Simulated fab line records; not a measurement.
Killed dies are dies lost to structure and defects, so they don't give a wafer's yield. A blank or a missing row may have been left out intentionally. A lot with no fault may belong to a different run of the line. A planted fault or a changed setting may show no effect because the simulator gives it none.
Chamber matching + flow nand_harc + NHARC_P_M0_CMP_23 on cmp-03: 4 sister chambers
The step polishes, t overpolish 20 s, target thk 117.54 nm. 7 wafers are shown with their chamber, then 7 later ones without.

== WAFERS, EACH WITH ITS CHAMBER ==
| wafer  | chamber | motor_current_A (A) | time_to_endpoint_s (s) |
|--------|---------|---------------------|------------------------|
| L078.3 | 3       | 12.0                | 32.9                   |
| L080.3 | 2       | 11.6                | 27.1                   |
| L084.2 | 1       | 12.8                | 27.2                   |
| L088.1 | 3       | 11.3                | 30.7                   |
| L088.6 | 1       | 12.9                | 28.5                   |
| L090.2 | 0       | 12.7                | 26.9                   |
| L090.5 | 0       | 12.3                | 27.5                   |

== WAFERS WITHOUT THEIR CHAMBER ==
| wafer  | motor_current_A (A) | time_to_endpoint_s (s) |
|--------|---------------------|------------------------|
| L090.6 | 13.0                | 25.3                   |
| L091.1 | 11.8                | 29.9                   |
| L091.5 | 12.0                | 27.7                   |
| L091.6 | 11.6                | 24.6                   |
| L093.1 | 12.3                | 30.9                   |
| L093.4 | 12.7                | 27.4                   |
| L093.6 | 12.2                | 31.9                   |

== CHAMBER TAKEN BY EACH ==
| wafer  | from the rows above               | in truth                   |
|--------|-----------------------------------|----------------------------|
| L090.6 | can't be placed: 0 or 1           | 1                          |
| L091.1 | can't be placed: 3 or 2 or 0 or 1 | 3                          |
| L091.5 | can't be placed: 2 or 0 or 1      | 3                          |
| L091.6 | can't be placed: 2 or 0           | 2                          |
| L093.1 | can't be placed: 3 or 1 or 0 or 2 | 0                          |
| L093.4 | can't be placed: 1 or 0           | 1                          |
| L093.6 | 3                                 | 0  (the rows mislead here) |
Placed correctly: 0 of 7. Can't be placed from these rows: 6 (the true chamber is among the candidates in 5). 1 placed wrongly.
How it was worked out, from the rows above alone: a wafer's distance from a chamber is the root of the sum, over the readings, of the square of ((its reading less the chamber's mean) divided by the reading's scatter). The wafer belongs to the nearest chamber; if the next one is less than 2 further off, it can't be placed. Each chamber's mean is taken over the wafers shown for it. How the scatter is found: for the shown wafers, subtract from each reading the mean of its chamber, square and add these, divide the total by (wafers less chambers), then take the root.
